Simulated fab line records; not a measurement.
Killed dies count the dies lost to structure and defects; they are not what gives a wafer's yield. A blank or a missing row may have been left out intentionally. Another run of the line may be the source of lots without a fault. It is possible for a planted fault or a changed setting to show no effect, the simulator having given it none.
fab line records	flow n5Finfet
record: lots: 7	wafers: 21	lastDay: 18
route steps=1938 shown BEOL_M8@1338
lots with no fault: from the same line, run without faults
startH: hours from the record's first day to the start of the lot's first wafer shown	waitH: hours since the lot's step before	" repeats the value in the row above	L1.1+2: a single row standing in for several wafers	- either no value or no given start	* or withheld: withheld	< > ~ a bound
route shown NAME@n: NAME is a module with steps in the file, n the number in the route of the first one	usual: the fault-free wafers' mean and standard deviation	same: alike in all rows	chamber/n: place in a boat	sites: per-site readings	_std_site: the values' standard deviation	_edge_site: outer sites' mean less inner sites'	radiusMm: how far each site lies from the wafer's centre	mask NAME#n: copy n	behind: the most recent tool/chamber to have shaped the wafer	hold: the reason the lot was held/the length of the hold in hours/how it ended	device: the n, p or np transistor that did not switch	end of line: tests of these same wafers at the route's end	a step without rows: its recipe alone	killed: dies that structure and defects cost at the first sort, which is not the same as the wafer's yield	map: a wafer's dies, x killed, . not, _ none there
set.NAME: the setting that was run; set.NAME@STEP: the one run at that earlier step	model.NAME: the simulator's own value behind a step, which no gauge read
lots at selected steps of the route; one table per step, one row per wafer
services: when a tool's chamber went out of use (startH, in hours from the record's first day, below 0 if earlier), for how many hours, and the reason
== steps ==
step: N5_BEOL_M8_COAT_60
recipe: resist: SiARC	tempC: 220	timeS: 60	spinRpm: 1500	resistThkNm: 35
step: N5_BEOL_M8_COAT_05
recipe: resist: CAR-ArF	spinRpm: 1500	resistThkNm: 90
step: N5_BEOL_M8_EBR_07
recipe: solvent: PGMEA	ebrWidthMm: 1.5
step: N5_BEOL_M8_SOFTBAKE_06
recipe: tempC: 110	timeS: 60	resist: CAR-ArF
step: N5_BEOL_M8_EXPOSE_08
recipe: maskId: M8	na: 1.35	sourceShape: dipole	sigmaInner: 0.817	sigmaOuter: 0.97	polarization: te	doseMj: 68.25
step: N5_BEOL_M8_PEB_09
recipe: pebTempC: withheld	pebTimeS: 60	resist: CAR-ArF
step: N5_BEOL_M8_DEVELOP_10
recipe: developTimeS: 30	developer: TMAH	resist: CAR-ArF	rinseLiquid: diw	dry: airSpin	devTempC: 23
step: N5_BEOL_M8_CD_MEAS_11
recipe: targetCdNm: 38.5	landingEnergyEv: 500	detector: seInlens	polarity: opening
usual: cdNm: 38.6/0.67
lot.wafer	tool	chamber	startH	waitH	cdNm
L311.1	cdSem-02	0	190.93	-	38.6
L311.3	"	0	"	"	38.1
L311.5	"	0	"	"	38.8
L319.1	cdSem-01	0	245.53	-	39.0
L319.3	"	0	"	"	38.9
L319.5	"	0	"	"	39.0
L321.3	cdSem-02	0	278.26	-	37.6
L321.4	"	0	"	"	38.5
L321.6	"	0	"	"	38.8
L329.2	cdSem-02	0	318.14	-	37.8
L329.3	"	0	"	"	38.5
L329.5	"	0	"	"	39.0
L328.2	cdSem-01	0	330.98	-	40.4
L328.5	"	0	"	"	38.6
L328.6	"	0	"	"	39.9
L330.1	cdSem-01	0	333.43	-	38.6
L330.3	"	0	"	"	37.8
L330.6	"	0	"	"	39.2
L332.2	cdSem-03	0	349.38	-	39.1
L332.3	"	0	"	"	38.9
L332.6	"	0	"	"	39.3
step: N5_BEOL_M8_OVL_MEAS_12
recipe: pointsPerWafer: 44
usual: M8_OVL: 0.1/0.71
lot.wafer	tool	chamber	startH	waitH	M8_OVL[nm]
L311.1	overlay-01	0	190.96	0.0	0.6
L311.3	"	0	"	"	1.5
L311.5	"	0	"	"	1.2
L319.1	overlay-01	0	245.56	0.0	0.4
L319.3	"	0	"	"	-0.1
L319.5	"	0	"	"	-0.2
L321.3	overlay-01	0	278.29	0.0	0.4
L321.4	"	0	"	"	0.7
L321.6	"	0	"	"	0.4
L329.2	overlay-01	0	318.17	0.0	0.6
L329.3	"	0	"	"	0.3
L329.5	"	0	"	"	-0.4
L328.2	overlay-02	0	331.01	0.0	0.1
L328.5	"	0	"	"	0.0
L328.6	"	0	"	"	-0.6
L330.1	overlay-01	0	333.46	0.0	0.1
L330.3	"	0	"	"	0.2
L330.6	"	0	"	"	-0.8
L332.2	overlay-02	0	349.41	0.0	1.6
L332.3	"	0	"	"	0.7
L332.6	"	0	"	"	1.1
step: N5_BEOL_M8_INSPECT_13
recipe: mode: adi	inspectInstrument: brightfield
usual: rawDefectCount: 400/100
lot.wafer	tool	chamber	startH	waitH	rawDefectCount
L311.1	defectInspect-01	-	191.26	0.3	350
L311.3	"	-	"	"	414
L311.5	"	-	"	"	253
L319.1	defectInspect-01	-	245.58	0.0	494
L319.3	"	-	"	"	277
L319.5	"	-	"	"	416
L321.3	defectInspect-01	-	278.32	0.0	325
L321.4	"	-	"	"	319
L321.6	"	-	"	"	376
L329.2	defectInspect-01	-	318.20	0.0	281
L329.3	"	-	"	"	399
L329.5	"	-	"	"	355
L328.2	defectInspect-02	-	331.03	0.0	571
L328.5	"	-	"	"	425
L328.6	"	-	"	"	369
L330.1	defectInspect-01	-	333.48	0.0	371
L330.3	"	-	"	"	321
L330.6	"	-	"	"	341
L332.2	defectInspect-02	-	349.43	0.0	327
L332.3	"	-	"	"	420
L332.6	"	-	"	"	363
step: N5_BEOL_M8_DESCUM_16
recipe: chemistry: O2	timeS: 7.9	sourcePowerW: 50	biasPowerW: 20	pressureMtorr: 20	rfFrequencyHz: 2.712e+07	tempC: 40	resist: CAR-ArF	o2FlowSccm: 225
usual: drypumpMotorCurrentA: 5.7/0.4	oesProductAu: 0.80/0.1	rfFwdPowerW: 49.33/0.23	rfVppV: 243.0/1.5	showerheadPlenumPTorr: 2.09/0.097	tempC: 40.00/0.12	throttleValvePct: 20.32/0.27
same: timeS: 7.9
lot.wafer	tool	chamber	startH	waitH	drypumpMotorCurrentA	oesProductAu	rfFwdPowerW	rfHoursCounterH	rfVppV	showerheadPlenumPTorr	tempC	throttleValvePct
L311.1	rieDiel-06	3	191.29	0.0	6.5	0.85	49.66	57	240.6	2.01	39.97	20.15
L311.3	"	0	"	"	6.6	0.68	49.32	248	241.3	2.06	39.87	20.73
L311.5	"	1	"	"	6.0	0.69	49.03	-	243.4	2.08	40.10	20.89
L319.1	rieDiel-05	0	245.62	0.0	5.7	0.92	49.34	10	243.1	2.27	40.00	20.42
L319.3	"	1	"	"	6.1	0.83	48.82	71	240.6	2.05	39.95	20.28
L319.5	"	2	"	"	5.1	0.69	49.41	-	243.4	2.15	39.84	20.33
L321.3	rieDiel-04	3	278.47	0.1	5.4	0.82	49.42	72	242.3	2.03	40.11	19.97
L321.4	"	2	"	"	5.8	0.69	49.08	217	245.2	2.17	39.95	20.74
L321.6	"	0	"	"	5.6	0.92	49.23	-	245.1	2.25	39.76	20.16
L329.2	rieDiel-05	3	318.46	0.3	5.6	0.91	49.36	33	242.8	2.03	39.95	20.34
L329.3	"	2	"	"	5.1	0.97	49.30	2	243.8	2.14	39.97	19.91
L329.5	"	0	"	"	5.7	0.86	49.39	-	245.4	2.26	39.93	20.45
L328.2	rieDiel-04	2	331.07	0.0	5.8	0.69	49.26	230	244.3	2.17	40.07	20.76
L328.5	"	1	"	"	5.2	0.67	49.27	-	240.7	1.99	40.13	20.17
L328.6	"	2	"	"	5.8	0.68	49.30	-	243.3	2.17	40.19	20.78
L330.1	rieDiel-04	1	333.69	0.2	5.2	0.66	49.38	243	239.8	1.99	40.09	20.18
L330.3	"	2	"	"	5.8	0.68	48.98	231	245.3	2.17	40.01	20.75
L330.6	"	0	"	"	5.6	0.88	49.19	-	243.9	2.24	40.04	20.19
L332.2	rieDiel-06	3	350.08	0.6	6.5	0.79	49.38	120	243.7	1.99	39.80	20.24
L332.3	"	1	"	"	6.0	0.89	49.10	41	241.9	2.06	40.17	20.52
L332.6	"	3	"	"	6.4	0.78	49.69	-	243.1	1.99	39.81	20.25
step: N5_BEOL_M8_ETCH_61
recipe: chemistry: CF4	target: SiARC	targetDepthA: 455	maskMaterial: CAR-ArF	timeS: 75.8	ionEnergyEv: 80	pressureMtorr: 40	sourceW: 545	biasW: 36	Ar_flow_sccm: 100	cf4FlowSccm: 100	ends: cleared
usual: biasW: 36.00/0.12	cf4FlowSccm: 100.0/0.31	drypumpMotorCurrentA: 5.7/0.4	etchRfOnTimeS: 75.6/2.1	oesProductAu: 0.69/0.086	rfFwdPowerW: 539.0/2.1	rfVppV: 184.0/1.3	showerheadPlenumPTorr: 2.13/0.087	throttleValvePct: 15.47/0.23
lot.wafer	tool	chamber	startH	waitH	biasW	cf4FlowSccm	drypumpMotorCurrentA	etchRfOnTimeS	oesProductAu	rfFwdPowerW	rfHoursCounterH	rfVppV	showerheadPlenumPTorr	throttleValvePct
L311.1	rieDiel-06	3	191.33	0.0	35.83	100.4	6.5	70.3	0.76	538.0	57	184.2	2.06	15.33
L311.3	"	0	"	"	36.03	99.9	6.6	76.2	0.59	538.1	248	184.3	2.13	16.07
L311.5	"	1	"	"	36.12	99.9	6.0	71.9	0.60	535.9	-	183.1	2.10	16.00
L319.1	rieDiel-05	0	245.65	0.0	36.01	99.6	5.7	75.9	0.79	538.4	10	184.5	2.28	15.37
L319.3	"	1	"	"	36.11	100.5	6.1	76.3	0.70	536.1	71	182.0	2.09	15.29
L319.5	"	2	"	"	36.29	100.2	5.1	77.7	0.58	537.0	-	183.2	2.22	15.68
L321.3	rieDiel-04	3	278.50	0.0	35.90	99.6	5.4	74.6	0.71	544.0	73	183.5	2.08	15.22
L321.4	"	2	"	"	36.01	99.9	5.8	76.8	0.59	535.6	217	184.8	2.19	15.79
L321.6	"	0	"	"	36.07	100.1	5.6	77.4	0.78	539.2	-	186.1	2.28	15.18
L329.2	rieDiel-05	3	318.49	0.0	35.94	100.0	5.6	76.2	0.77	540.8	33	182.3	2.11	15.51
L329.3	"	2	"	"	36.29	100.0	5.1	76.6	0.83	542.2	2	185.0	2.22	15.21
L329.5	"	0	"	"	35.92	100.0	5.7	76.7	0.74	540.1	-	185.2	2.27	15.43
L328.2	rieDiel-04	2	331.10	0.0	35.99	100.1	5.8	77.0	0.58	539.1	230	185.8	2.19	15.82
L328.5	"	1	"	"	36.14	100.5	5.3	78.2	0.57	538.5	-	184.3	2.03	15.50
L328.6	"	2	"	"	35.88	100.0	5.8	77.8	0.59	538.8	-	184.0	2.19	15.82
L330.1	rieDiel-04	1	333.72	0.0	36.00	99.5	5.2	78.5	0.57	538.3	243	182.6	2.03	15.50
L330.3	"	2	"	"	36.06	99.3	5.8	77.5	0.59	541.4	231	184.3	2.19	15.81
L330.6	"	0	"	"	35.76	100.3	5.6	77.0	0.75	540.0	-	186.4	2.27	15.22
L332.2	rieDiel-06	3	350.11	0.0	35.97	100.3	6.5	71.1	0.69	541.5	120	184.1	2.04	15.46
L332.3	"	1	"	"	36.22	100.0	6.0	72.4	0.76	539.9	41	183.9	2.08	15.59
L332.6	"	3	"	"	36.01	100.5	6.5	72.2	0.69	540.1	-	181.4	2.04	15.46
step: N5_BEOL_M8_ETCH_62
recipe: chemistry: N2/H2	target: SOC	targetDepthA: 1100	overetchA: 220	maskMaterial: SiARC	tempC: 40	timeS: 165	ionEnergyEv: 200	pressureMtorr: 30	sourceW: 840	biasW: 150	n2FlowSccm: 200	h2FlowSccm: 200
usual: biasW: 150.0/0.46	chamberPressureMTorr: 30.001/0.027	drypumpMotorCurrentA: 5.7/0.4	oesProductAu: 0.68/0.081	rfFwdPowerW: 837.2/2.5	rfVppV: 523.6/3	showerheadPlenumPTorr: 2.54/0.11	tempC: 40.01/0.11	throttleValvePct: 17.71/0.28	timeS: 165/0
lot.wafer	tool	chamber	startH	waitH	biasW	chamberPressureMTorr	drypumpMotorCurrentA	oesProductAu	rfFwdPowerW	rfHoursCounterH	rfVppV	showerheadPlenumPTorr	tempC	throttleValvePct	timeS	model.CAR-ArF_of_BEOL_M8_COAT_05.thkNm	model.SiARC_of_BEOL_M8_COAT_60.thkNm
L311.1	rieDiel-06	3	191.38	0.0	150.0	29.958	6.5	0.73	837.2	58	521.5	2.48	40.20	17.73	165	0	28.2
L311.3	"	0	"	"	150.3	30.000	6.7	0.59	832.6	248	524.1	2.48	39.95	18.04	165	0	28.6
L311.5	"	1	"	"	149.8	30.034	6.0	0.58	840.1	-	521.4	2.50	39.96	18.18	165	0	27.8
L319.1	rieDiel-05	0	245.71	0.0	149.8	30.053	5.7	0.79	838.6	10	529.7	2.69	39.99	17.38	165	0	28
L319.3	"	1	"	"	149.2	29.977	6.0	0.69	836.3	71	522.2	2.50	40.13	17.71	165	0	28.2
L319.5	"	2	"	"	150.2	29.994	5.1	0.59	837.4	-	525.4	2.63	39.99	17.76	165	0	28.6
L321.3	rieDiel-04	3	278.56	0.0	149.8	30.003	5.3	0.69	838.9	73	521.5	2.46	40.12	17.36	165	0	28.2
L321.4	"	2	"	"	150.5	29.964	5.8	0.60	837.3	217	526.6	2.63	40.28	18.13	165	0	28.4
L321.6	"	0	"	"	149.2	29.936	5.6	0.78	835.0	-	529.1	2.71	39.87	17.55	165	0	28.4
L329.2	rieDiel-05	3	318.55	0.0	-	-	-	-	-	-	-	-	-	-	-	51.2	35
L329.3	"	2	"	"	-	-	-	-	-	-	-	-	-	-	-	51.2	35.2
L329.5	"	0	"	"	-	-	-	-	-	-	-	-	-	-	-	51.4	35.2
L328.2	rieDiel-04	2	331.16	0.0	-	-	-	-	-	-	-	-	-	-	-	50.8	35
L328.5	"	1	"	"	-	-	-	-	-	-	-	-	-	-	-	50.6	35
L328.6	"	2	"	"	-	-	-	-	-	-	-	-	-	-	-	50.6	35
L330.1	rieDiel-04	1	333.78	0.0	-	-	-	-	-	-	-	-	-	-	-	51	35
L330.3	"	2	"	"	-	-	-	-	-	-	-	-	-	-	-	51.2	35
L330.6	"	0	"	"	-	-	-	-	-	-	-	-	-	-	-	50.8	35
L332.2	rieDiel-06	3	350.17	0.0	150.1	29.997	6.5	0.66	832.6	120	519.7	2.45	39.99	17.84	165	0	28.2
L332.3	"	1	"	"	149.9	30.037	6.0	0.73	833.1	41	522.3	2.48	39.94	17.78	165	0	28
L332.6	"	3	"	"	150.5	30.021	6.5	0.67	837.6	-	521.7	2.45	39.93	17.85	165	0	28.4
step: N5_BEOL_M8_STRIP_68
recipe: chemistry: N2/H2	tempC: 40	n2FlowSccm: 200	h2FlowSccm: 200	rfFrequencyHz: 6e+07
step: N5_BEOL_M8_STRIP_67
recipe: chemistry: CF4	resist: SiARC	powerW: 300	biasPowerW: 75	pressureMtorr: 50	cf4FlowSccm: 150	rfFrequencyHz: 6e+07
usual: drypumpMotorCurrentA: 5.7/0.4	oesProductAu: 0.81/0.095	rfVppV: 271.0/1.9	showerheadPlenumPTorr: 1.79/0.069	throttleValvePct: 13.45/0.27
lot.wafer	tool	chamber	startH	waitH	drypumpMotorCurrentA	oesProductAu	rfHoursCounterH	rfVppV	showerheadPlenumPTorr	throttleValvePct
L311.1	rieDiel-06	3	191.53	0.0	6.5	0.85	58	271.3	1.73	13.33
L311.3	"	0	"	"	6.6	0.70	248	270.1	1.79	14.05
L311.5	"	1	"	"	6.0	0.69	-	268.5	1.77	14.05
L319.1	rieDiel-05	0	245.85	0.0	5.7	0.92	10	272.4	1.90	13.30
L319.3	"	1	"	"	6.1	0.82	71	269.6	1.74	13.23
L319.5	"	2	"	"	5.1	0.70	-	272.6	1.86	13.67
L321.3	rieDiel-04	3	278.70	0.0	5.4	0.83	73	272.7	1.72	13.16
L321.4	"	2	"	"	5.8	0.70	217	271.1	1.83	13.81
L321.6	"	0	"	"	5.6	0.92	-	272.8	1.90	13.08
L329.2	rieDiel-05	3	318.70	0.0	5.6	0.90	33	268.7	1.76	13.41
L329.3	"	2	"	"	5.1	0.96	2	273.2	1.86	13.16
L329.5	"	0	"	"	5.7	0.86	-	272.2	1.89	13.34
L328.2	rieDiel-04	2	331.30	0.0	5.8	0.70	230	273.1	1.83	13.83
L328.5	"	1	"	"	5.2	0.68	-	267.7	1.72	13.61
L328.6	"	2	"	"	5.8	0.70	-	272.1	1.83	13.81
L330.1	rieDiel-04	1	333.92	0.0	5.2	0.68	243	267.5	1.72	13.59
L330.3	"	2	"	"	5.7	0.70	231	271.9	1.83	13.83
L330.6	"	0	"	"	5.5	0.88	-	274.4	1.89	13.14
L332.2	rieDiel-06	3	350.32	0.0	6.5	0.79	120	269.4	1.71	13.47
L332.3	"	1	"	"	6.0	0.87	41	269.4	1.76	13.59
L332.6	"	3	"	"	6.4	0.79	-	271.0	1.71	13.47
step: N5_BEOL_M8_HM_OPEN_17
recipe: chemistry: Cl2/BCl3	targetDepthA: 200	overetchA: 60	target: TiN	maskMaterial: SOC	ionEnergyEv: 150	pressureMtorr: 10	icpW: 1000	biasW: 126	Cl2_flow_sccm: 53.25	bcl3FlowSccm: 21.75	Ar_flow_sccm: 25
usual: bcl3FlowSccm: 21.76/0.069	drypumpMotorCurrentA: 5.51/0.2	oes_ar_750_au: 0.81/0.093	oesProductAu: 0.67/0.073	rfFwdPowerW: 993/3.4	throttleValvePct: 22.19/0.18
lot.wafer	tool	chamber	startH	waitH	bcl3FlowSccm	drypumpMotorCurrentA	oes_ar_750_au	oesProductAu	rfFwdPowerW	rfHoursCounterH	throttleValvePct
L311.1	rieMetal-02	1	191.57	0.0	21.67	5.34	0.93	0.73	992	19	22.30
L311.3	"	1	"	"	21.69	5.32	0.92	0.72	991	-	22.35
L311.5	"	1	"	"	21.65	5.32	0.92	0.72	992	-	22.34
L319.1	rieMetal-01	0	245.89	0.0	21.72	5.87	0.81	0.63	994	50	22.08
L319.3	"	0	"	"	21.65	5.86	0.80	0.64	993	-	22.06
L319.5	"	1	"	"	21.76	5.58	0.84	0.74	988	-	21.93
L321.3	rieMetal-03	1	278.80	0.1	21.70	5.49	0.66	0.55	992	-	22.52
L321.4	"	1	"	"	21.76	5.50	0.65	0.55	994	-	22.48
L321.6	"	1	"	"	21.69	5.49	0.65	0.56	991	-	22.49
L329.2	rieMetal-02	1	318.74	0.0	21.75	5.33	0.88	0.31	992	31	23.01
L329.3	"	1	"	"	21.78	5.37	0.88	0.31	991	-	23.01
L329.5	"	0	"	"	21.72	5.49	0.87	0.33	991	-	22.81
L328.2	rieMetal-03	0	331.37	0.1	21.82	5.25	0.76	0.29	989	-	22.76
L328.5	"	0	"	"	21.84	5.26	0.74	0.29	991	-	22.74
L328.6	"	0	"	"	21.75	5.28	0.74	0.29	993	-	22.76
L330.1	rieMetal-02	1	333.97	0.0	21.71	5.33	0.87	0.30	994	33	23.02
L330.3	"	0	"	"	21.75	5.49	0.86	0.33	991	-	22.80
L330.6	"	1	"	"	21.68	5.32	0.87	0.30	988	-	23.01
L332.2	rieMetal-01	1	350.36	0.0	21.77	5.59	0.81	0.71	993	26	21.93
L332.3	"	0	"	"	21.87	5.91	0.78	0.62	998	-	22.08
L332.6	"	1	"	"	21.71	5.57	0.81	0.71	996	-	21.93
step: N5_BEOL_M8_STRIP_19
recipe: chemistry: O2	powerW: 400	tempC: 40	pressureMtorr: 30	rfFrequencyHz: 6e+07	biasPowerW: 0	overashFraction: 0.2	o2FlowSccm: 225
usual: drypumpMotorCurrentA: 5.9/0.45	oesProductAu: 0.82/0.1	rfVppV: 3.6/0.58	showerheadPlenumPTorr: 2.09/0.092	tempC: 40.00/0.1	throttleValvePct: 16.59/0.22
lot.wafer	tool	chamber	startH	waitH	drypumpMotorCurrentA	oesProductAu	rfHoursCounterH	rfVppV	showerheadPlenumPTorr	tempC	throttleValvePct
L311.1	rieDiel-06	0	191.92	0.3	6.6	0.68	248	3.2	2.06	39.90	17.00
L311.3	"	3	"	"	6.5	0.86	58	4.3	2.02	39.94	16.43
L311.5	"	1	"	"	6.0	0.69	-	3.8	2.08	40.02	17.17
L319.1	rieDiel-05	1	246.00	0.1	6.1	0.82	71	4.0	2.05	40.05	16.43
L319.3	"	0	"	"	5.7	0.91	10	3.9	2.27	40.09	16.60
L319.5	"	3	"	"	5.6	0.99	-	3.3	2.05	39.83	16.45
L321.3	rieDiel-04	2	278.98	0.1	5.7	0.70	218	4.0	2.18	39.96	16.98
L321.4	"	0	"	"	5.6	0.91	20	4.0	2.25	40.09	16.33
L321.6	"	0	"	"	5.6	0.90	-	2.9	2.25	40.12	16.35
L329.2	rieDiel-06	3	318.85	0.1	6.4	0.79	107	3.3	2.00	40.09	16.50
L329.3	"	1	"	"	6.0	0.90	25	3.8	2.07	40.07	16.73
L329.5	"	2	"	"	5.5	0.66	-	3.9	1.97	40.03	16.85
L328.2	rieDiel-05	2	331.54	0.1	5.1	0.95	7	2.2	2.15	40.06	16.17
L328.5	"	1	"	"	6.1	0.80	-	3.7	2.04	40.07	16.51
L328.6	"	0	"	"	5.7	0.84	-	4.6	2.26	39.99	16.68
L330.1	rieDiel-06	3	334.08	0.1	6.5	0.78	110	3.0	2.00	39.91	16.53
L330.3	"	1	"	"	6.0	0.90	31	3.2	2.06	39.98	16.74
L330.6	"	0	"	"	6.6	0.84	-	3.2	2.05	40.01	16.58
L332.2	rieDiel-06	3	350.49	0.1	6.5	0.78	121	3.6	2.00	40.04	16.55
L332.3	"	0	"	"	6.6	0.85	47	4.0	2.04	40.15	16.59
L332.6	"	0	"	"	6.6	0.85	-	3.0	2.04	40.05	16.58
step: N5_BEOL_M8_CD_MEAS_18
recipe: pitchNm: 80	targetCdNm: 40
usual: cdNm: 40.3/0.7
lot.wafer	tool	chamber	startH	waitH	cdNm
L311.1	cdSem-01	-	191.99	0.0	40.2
L311.3	"	-	"	"	39.3
L311.5	"	-	"	"	39.7
L319.1	cdSem-02	-	246.07	0.0	40.8
L319.3	"	-	"	"	40.1
L319.5	"	-	"	"	40.7
L321.3	cdSem-02	-	279.05	0.1	39.9
L321.4	"	-	"	"	41.1
L321.6	"	-	"	"	39.7
L329.2	cdSem-02	-	318.92	0.1	-
L329.3	"	-	"	"	-
L329.5	"	-	"	"	-
L328.2	cdSem-03	-	331.62	0.1	-
L328.5	"	-	"	"	-
L328.6	"	-	"	"	-
L330.1	cdSem-01	-	334.15	0.0	-
L330.3	"	-	"	"	-
L330.6	"	-	"	"	-
L332.2	cdSem-01	-	350.56	0.1	39.6
L332.3	"	-	"	"	40.6
L332.6	"	-	"	"	40.1
step: N5_BEOL_M8_COAT_63
recipe: resist: SOC	tempC: 250	timeS: 60	spinRpm: 1500	resistThkNm: 60
== services ==
tool	chamber	startH	hours	kind
rieDiel-05	1	183.09	9.7	repair
rieDiel-06	0	194.55	-	clean
rieDiel-06	0	194.55	-	consumableReplace:focusRing
rieDiel-06	0	194.55	34.3	scheduledDown
rieDiel-06	0	194.55	34.3	ventCycle
rieDiel-04	0	205.22	-	clean
rieDiel-04	0	205.22	-	consumableReplace:focusRing
rieDiel-04	0	205.22	-	consumableReplace:showerhead
rieDiel-04	0	205.22	14.1	scheduledDown
rieDiel-04	0	205.22	14.1	ventCycle
rieMetal-02	1	209.25	8.3	repair
rieDiel-05	3	209.61	4.5	repair
rieDiel-05	0	223.81	5.5	repair
rieMetal-02	-	233.44	1.1	repair
rieMetal-03	0	240.05	54.4	repair
rieDiel-04	-	266.81	2.4	repair
rieDiel-06	-	267.21	0.6	repair
rieDiel-06	-	275.37	4.3	pm
rieDiel-06	2	294.86	13.9	repair
rieDiel-04	2	302.94	7.1	repair
rieDiel-04	2	310.68	4.4	repair
rieMetal-01	1	320.81	10.9	repair
rieMetal-02	1	343.36	2.2	repair
rieDiel-04	3	347.13	14.3	repair
== key ==
firstSign: step: N5_BEOL_M8_ETCH_62	reading: toolRecord	direction: missing
effect: step: N5_BEOL_M8_HM_OPEN_17	reading: oesProductAu	direction: down	sigmas: 5	usual: 0.67	struck: 0.30
effect: step: N5_BEOL_M8_CD_MEAS_18	reading: cdNm	direction: missing
modelEffect: step: N5_BEOL_M8_ETCH_62	value: CAR-ArF_of_BEOL_M8_COAT_05.thkNm	without: 0	struck: 50.98
metAt N5_BEOL_M8_ETCH_62
struckWafers L328.2,L328.5,L328.6,L329.2,L329.3,L329.5,L330.1,L330.3,L330.6
laterRowsLeftOut L328.2,L328.5,L328.6,L329.2,L329.3,L329.5,L330.1,L330.3,L330.6
sortLeftOut L328.2,L328.5,L328.6,L329.2,L329.3,L329.5,L330.1,L330.3,L330.6
onsetBetween 278.56 318.55
fault: kind: skippedStepWhole	tool: rieDiel-04,rieDiel-05	chamber: -	onsetH: 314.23	steps: N5_BEOL_M8_ETCH_62	scope: struckLotsOnly
sortLeftOut: the simulated sort isn't trusted on such a fault, so these wafers' sort isn't shown, and their yield isn't known
laterRowsLeftOut: the simulator's readings of these wafers behind a module that went badly wrong aren't trusted and aren't shown, but for the sort
